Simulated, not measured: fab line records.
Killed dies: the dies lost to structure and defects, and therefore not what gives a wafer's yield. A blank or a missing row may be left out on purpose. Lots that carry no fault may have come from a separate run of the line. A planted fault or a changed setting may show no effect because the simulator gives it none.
Comparing a struck lot with a sound one	flow n5_finfet	16 steps out of a route of 1938
Sound: these wafers, L702.2, L702.4, L702.5. Struck: wafers L711.2, L711.5, L711.6. Last of all comes the cause.
At each step with rows: each side's tool, then ch and its chambers, then its first start. Under that, the readings that differ: sound wafers	struck wafers	difference of the means	sigmas: that difference in standard deviations of wafers without a fault.
alike: same words and numbers on both sides, and readings whose means sit less than 2 such deviations apart. not compared: any withheld reading, any reading some wafer has no value for, any bound like >300 that may hide the same value, and any number with overlapping values for which the record gives no deviation.
The two part at a step that has a row with sigmas, a row that says differs or no value, or rows on one side only. Numbers that have no deviation but don't overlap get no sigmas and don't part them. A reading that every wafer of one side lacks parts them only if that side has two wafers or more.

N5_BEOL_M4_CD_MEAS_35: target cd 18 nm, target cd y 22.4 nm.
  sound on cd_sem-01, day 9 01:19; struck on cd_sem-03, day 10 16:32
  alike: cd_nm
then, 1 step without rows for these wafers: N5_BEOL_M4_DEGAS_44 (time 60 s).
N5_BEOL_M4_PRE_CLEAN_45: time 30 s.
  sound on pvd_sputter-02, day 9 01:30; struck on pvd_sputter-02, day 10 18:20
  alike: heater_power_w
then, 1 step without rows for these wafers: N5_BEOL_M4_ALD_84 (deposits TaN, pulse time 2 s, purge time 3 s, co reactant purge time 2 s).
N5_BEOL_M4_SURFACE_TREAT_85:
  sound on pvd_sputter-01, day 9 01:51; struck on pvd_sputter-01, day 10 18:39
  not compared: throttle_valve_pct
then, 3 steps without rows for these wafers: N5_BEOL_M4_CVD_47 (deposits Co from CCTBA/H2, target thk 3 nm, time 223.8 s); N5_BEOL_M4_SPUTTER_48 (material Cu, target thk 4.5 nm, time 8.29 s); N5_BEOL_M4_ANNEAL_49 (time 240 s).
N5_BEOL_M4_SPUTTER_79: material Cu, target thk 4.5 nm, time 8.29 s.
  sound on pvd_sputter-02, day 9 02:25; struck on pvd_sputter-02, day 10 19:17
  alike: chamber_pressure_pa, chuck_gas_flow_sccm, throttle_valve_pct
then, 1 step without rows for these wafers: N5_BEOL_M4_ANNEAL_80 (time 240 s).
N5_BEOL_M4_SPUTTER_81: material Cu, target thk 4.5 nm, time 8.29 s.
  sound on pvd_sputter-02, day 9 02:38; struck on pvd_sputter-02, day 10 19:31
  alike: chamber_pressure_pa, chuck_gas_flow_sccm, throttle_valve_pct
N5_BEOL_M4_ANNEAL_82: time 240 s.
  sound on pvd_sputter-02, day 9 02:43; struck on pvd_sputter-02, day 10 19:35
  alike: heater_power_w
N5_BEOL_M4_SPUTTER_86: material Cu, target thk 4.5 nm, time 8.29 s.
  sound on pvd_sputter-02, day 9 02:52; struck on pvd_sputter-02, day 10 19:44
  no value came back on the struck wafers for chamber_pressure_pa (Pa), chuck_gas_flow_sccm (sccm), throttle_valve_pct (%); on the sound wafers chamber_pressure_pa (Pa) reads 0.07015 0.07017 0.07002
then, 1 step without rows for these wafers: N5_BEOL_M4_ANNEAL_87 (time 240 s).
N5_BEOL_M4_RC_MEAS_101:
  sound on prober-01 ch 0, day 9 05:19; struck on prober-01 ch 0, day 10 22:11
  alike: DIBL_N, DIBL_P, IOFF_N, IOFF_P, ION_N, ION_P, SS_N, SS_P, VT_N, VT_P
-- here the record skips 4 days between the struck wafers' starts before and after, leaving off in module BEOL_M4 and picking up in module PASSIVATION (first step shown: number 1936 of the route) --
N5_PASSIVATION_PROBE_49:
  only the struck wafers here have rows in the record (prober-02, day 15 08:41); the sound ones have none

== WHERE THEY PART ==
Last at N5_PASSIVATION_PROBE_49 as far as this record goes, first at N5_BEOL_M4_SPUTTER_86.

WHY: what the simulator had put in
Skipped step whole: pvd_sputter-02, from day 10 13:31 on, at N5_BEOL_M4_SPUTTER_86. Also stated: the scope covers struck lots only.
